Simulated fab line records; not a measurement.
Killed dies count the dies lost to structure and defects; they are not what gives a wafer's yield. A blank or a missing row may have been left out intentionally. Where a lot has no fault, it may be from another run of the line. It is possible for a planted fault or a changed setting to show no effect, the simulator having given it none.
Which tool was responsible? | flow nandHarc | 13 lots with 39 wafers sampled at 4 steps, on a route of 1159 steps

## WHAT THE GAUGES READ, wafer by wafer
NHARC_P_ZERO_WELL_CD_MEAS_37: target cd 720 nm.
lot  | measured    | on       | cdNm (nm)
L156 | day 2 04:20 | cdSem-03 | 721.0 719.2 717.8
L158 | day 2 16:00 | cdSem-01 | 719.8 718.5 717.8
L159 | day 2 22:08 | cdSem-01 | 717.7 717.7 718.3
L160 | day 3 06:51 | cdSem-03 | 719.1 719.5 721.8
L161 | day 3 10:14 | cdSem-03 | 722.4 720.8 722.5
L162 | day 3 15:59 | cdSem-01 | 719.2 716.7 717.3
L164 | day 4 04:16 | cdSem-01 | 718.2 721.1 717.7
L168 | day 5 04:07 | cdSem-01 | 685.2 685.3 687.3
L169 | day 5 10:14 | cdSem-01 | 720.3 719.2 719.8
L170 | day 5 16:17 | cdSem-02 | 686.6 688.3 684.8
L171 | day 5 22:33 | cdSem-01 | 717.2 718.0 719.0
L172 | day 6 04:16 | cdSem-03 | 717.2 716.9 717.2
L173 | day 6 09:59 | cdSem-01 | 716.6 717.4 716.7

NHARC_P_STI_OCD_MEAS_17.
lot  | measured    | on     | trenchDepthNm (nm) | trenchFootCdNm (nm)
L156 | day 2 23:47 | ocd-01 | 301 307 306        | 158.7 156.5 156.4
L158 | day 3 11:25 | ocd-02 | 294 307 295        | 156.1 153.3 155.1
L159 | day 3 17:38 | ocd-02 | 301 298 300        | 153.7 156.3 158.3
L160 | day 4 04:52 | ocd-01 | 309 302 299        | 157.5 157.6 157.9
L161 | day 4 05:01 | ocd-02 | 298 304 302        | 158.1 156.9 158.5
L162 | day 4 15:55 | ocd-02 | 294 303 303        | 155.2 154.3 152.5
L164 | day 5 01:20 | ocd-01 | 302 308 300        | 152.2 152.6 153.4
L168 | day 5 20:58 | ocd-02 | 300 298 302        | 160.5 159.0 159.7
L169 | day 6 06:04 | ocd-02 | 299 302 305        | 154.2 153.4 158.6
L170 | day 6 11:52 | ocd-02 | 295 304 299        | 157.0 159.5 158.9
L171 | day 6 22:20 | ocd-01 | 296 295 296        | 159.2 160.8 157.4
L172 | day 6 22:10 | ocd-02 | 307 300 299        | 153.7 158.4 155.7
L173 | day 7 05:41 | ocd-02 | 299 306 294        | 154.9 154.4 157.2

NHARC_P_STI_INSPECT_25.
lot  | measured    | on               | rawDefectCount
L156 | day 4 09:20 | defectInspect-01 | 216 195 152
L158 | day 4 09:20 | defectInspect-02 | 353 343 391
L159 | day 4 23:10 | defectInspect-01 | 230 213 250
L160 | day 5 07:17 | defectInspect-01 | 151 182 151
L161 | day 5 07:17 | defectInspect-02 | 174 249 198
L162 | day 6 03:20 | defectInspect-02 | 110 156 205
L164 | day 6 03:21 | defectInspect-02 | 289 210 245
L168 | day 7 01:14 | defectInspect-02 | 213 284 296
L169 | day 7 12:16 | defectInspect-02 | 195 240 327
L170 | day 7 12:16 | defectInspect-01 | 202 232 239
L171 | day 8 08:04 | defectInspect-02 | 216 170 212
L172 | day 8 08:05 | defectInspect-01 | 94 125 169
L173 | day 8 13:59 | defectInspect-01 | 180 227 300

## WHICH TOOL RAN EACH LOT (tool, then ch and the chambers of the sampled wafers, then the start)
lot  | NHARC_P_ZERO_WELL_EXPOSE_34
L156 | krfScanner-01 ch 0, day 2 04:10
L158 | krfScanner-04 ch 0, day 2 15:51
L159 | krfScanner-02 ch 0, day 2 21:59
L160 | krfScanner-04 ch 0, day 3 06:41
L161 | krfScanner-01 ch 0, day 3 10:05
L162 | krfScanner-01 ch 0, day 3 15:50
L164 | krfScanner-04 ch 0, day 4 04:07
L168 | krfScanner-02 ch 0, day 5 03:58
L169 | krfScanner-01 ch 0, day 5 10:04
L170 | krfScanner-02 ch 0, day 5 16:09
L171 | krfScanner-04 ch 0, day 5 22:23
L172 | krfScanner-01 ch 0, day 6 04:07
L173 | krfScanner-01 ch 0, day 6 09:50
- NHARC_P_ZERO_WELL_EXPOSE_34: exposes mask P PWELL, target cd 720 nm.

## WHAT THE TOOLS THEMSELVES READ (means of the sampled wafers that have a number; where no wafer has one, the mark that the record gives instead)
NHARC_P_ZERO_WELL_EXPOSE_34.
lot  | tool          | exposureDoseMJCm2 | stageVelMmS (mm/s)
L156 | krfScanner-01 | 22.286            | 499.75
L158 | krfScanner-04 | 22.319            | 499.88
L159 | krfScanner-02 | 22.308            | 499.85
L160 | krfScanner-04 | 22.293            | 499.95
L161 | krfScanner-01 | 22.283            | 500.09
L162 | krfScanner-01 | 22.294            | 500.01
L164 | krfScanner-04 | 22.329            | 499.75
L168 | krfScanner-02 | 18.322            | 500.43
L169 | krfScanner-01 | 22.321            | 500.20
L170 | krfScanner-02 | 18.319            | 500.05
L171 | krfScanner-04 | 22.297            | 500.00
L172 | krfScanner-01 | 22.299            | 500.07
L173 | krfScanner-01 | 22.277            | 499.91

## THE ANSWER, worked out from the rows above alone
Rule: usual is defined by the lots themselves. Put in order of their means at a reading, lots are off if they are a third of the lots or fewer, leave a main group of 4 or more, and stand apart from it by a gap of 3 or more times the standard deviation of the main group's means; of several such gaps the widest counts. Not used: any main group whose means are identical at the precision the tables above print for the reading. Also off: a lot with no number at a reading for which 4 or more lots have one. Where the step has rows for the other lots, those lots are counted as sound. Order of review: gauges by route order, followed by the tools' own readings, for which a lot's mean as printed above is used. The first step at which some lot is off is used, and at that step the reading that is off furthest; a lot without a number counts as furthest.
Off, at NHARC_P_ZERO_WELL_CD_MEAS_37 on cdNm: L168, L170. Main group: mean 718.8 nm, sd 1.4.
If a tool, at a process step before that reading, ran all the lots that are off and no sound lot after the first of them, it fits. The gauges at NHARC_P_ZERO_WELL_CD_MEAS_37 aren't tried: what is off there is off at NHARC_P_ZERO_WELL_EXPOSE_34 too, on other tools, and a gauge's error can't cause that. One candidate fits, namely krfScanner-02 at NHARC_P_ZERO_WELL_EXPOSE_34. A fault onset in the window from L159 (day 2 21:59, its last sound lot) to L168 (day 5 03:58, its first lot off) fits.
On the lots that are off, the tool's own readings at NHARC_P_ZERO_WELL_EXPOSE_34 differ by more than 5 times the standard deviation of the sound lots' means, which bears it out; exposureDoseMJCm2 reads 18.320 there versus 22.301 on the sound lots.

## WHAT WAS PUT IN BY THE SIMULATOR
Drift in process parameters on krfScanner-02 at NHARC_P_ZERO_WELL_EXPOSE_34, starting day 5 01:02. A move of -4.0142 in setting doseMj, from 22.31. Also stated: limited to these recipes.
Lots struck among those shown: L168, L170. The rule given above showed the same thing.
